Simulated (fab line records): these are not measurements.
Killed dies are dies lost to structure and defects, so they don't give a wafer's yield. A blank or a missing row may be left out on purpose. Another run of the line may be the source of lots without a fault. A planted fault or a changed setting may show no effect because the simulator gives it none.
Split-lot trial -- flow n5_finfet -- 7 lots, 21 wafers read, on a route of 1938 steps

== SPLIT DETAILS ==
At N5_BEOL_M2_EXPOSE_25 (exposes mask V1, defocus 5 nm), the setting dose_mj was moved away from the recipe's 63 on 9 of the 21 wafers read, by -6.9% to +5.0%. The other wafers ran this setting at the recipe's value.

== FROM THE SPLIT TO THE READING: what the file shows between them, 2 steps ==
- N5_BEOL_M2_PEB_26: peb time 60 s
- N5_BEOL_M2_DEVELOP_27: develop time 30 s

== THE READING ==
cd_nm, in nm, at N5_BEOL_M2_CD_MEAS_28 (target cd 26.2 nm, target cd y 24.1 nm). On this fab line, fault-free wafers typically give 26.16 nm with a standard deviation of 0.25 nm.

wafer,"tool, chamber at the split",dose_mj as run,against the recipe,"cd_nm, nm",against lot-mates on the recipe
L078.4,"euv_scanner-01, 0",61.43,-2.5%,25.59,no lot-mate on the recipe
L078.5,"euv_scanner-01, 0",61.43,-2.5%,25.66,no lot-mate on the recipe
L078.6,"euv_scanner-01, 0",61.43,-2.5%,26.26,no lot-mate on the recipe
L082.3,"euv_scanner-02, 0",59.19,-6.0%,25.29,-1.38
L082.4,"euv_scanner-02, 0",63,recipe,26.67,-
L082.5,"euv_scanner-02, 0",59.19,-6.0%,25.19,-1.48
L085.2,"euv_scanner-01, 0",63,recipe,25.74,-
L085.3,"euv_scanner-01, 0",63,recipe,26.03,-
L085.5,"euv_scanner-01, 0",63,recipe,25.87,-
L088.2,"euv_scanner-01, 0",60,-4.8%,24.97,-1.12
L088.3,"euv_scanner-01, 0",60,-4.8%,25.43,-0.66
L088.6,"euv_scanner-01, 0",63,recipe,26.09,-
L089.1,"euv_scanner-02, 0",63,recipe,26.07,-
L089.2,"euv_scanner-02, 0",66.17,+5.0%,27.06,+1.00
L089.5,"euv_scanner-02, 0",63,recipe,26.06,-
L091.1,"euv_scanner-02, 0",63,recipe,25.95,-
L091.3,"euv_scanner-02, 0",63,recipe,25.83,-
L091.5,"euv_scanner-02, 0",63,recipe,26.30,-
L093.2,"euv_scanner-02, 0",58.68,-6.9%,24.76,-1.25
L093.5,"euv_scanner-02, 0",63,recipe,26.11,-
L093.6,"euv_scanner-02, 0",63,recipe,25.91,-

FIT RESULTS
A straight line over all 21 wafers: cd_nm changes by +0.166 nm for each +1% of dose_mj; r = +0.88; the points scatter about the line by 0.26 nm.
The same after taking each lot's own level away (the mean of its wafers on the recipe; 18 wafers): +0.206 nm for each +1%; r = +0.97; scatter 0.16 nm.
On that fit, the largest move of dose_mj shifts the reading by 1.4 nm.
The span of the lots' own levels, 25.880 to 26.670 nm, comes to 3.2 times the standard deviation stated above.
Thus the slope moves with the lot-to-lot level: the two fits are different.
Check: for one of the wafers moved furthest among these (-6.9%), held out of the fit, the line's prediction against its lot-mates is -1.47 nm. Against them it came out at -1.25 nm.

== OTHER SPLITS APPLIED TO THESE WAFERS ==
Before the reading, these wafers also passed through other splits. Each is held against what the fit with the lots' levels taken away leaves over:
other split on the same wafers,wafers away from the commonest value,r with cd_nm (lot level and that fit taken away)
N5_BEOL_M1_COAT_05 spin_rpm,8,+0.07
N5_BEOL_M1_EXPOSE_08 dose_mj,6,+0.38

== THE FILE'S OWN FIT ==
cd_nm changes by +0.201 nm for each +1% of dose_mj, r = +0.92.
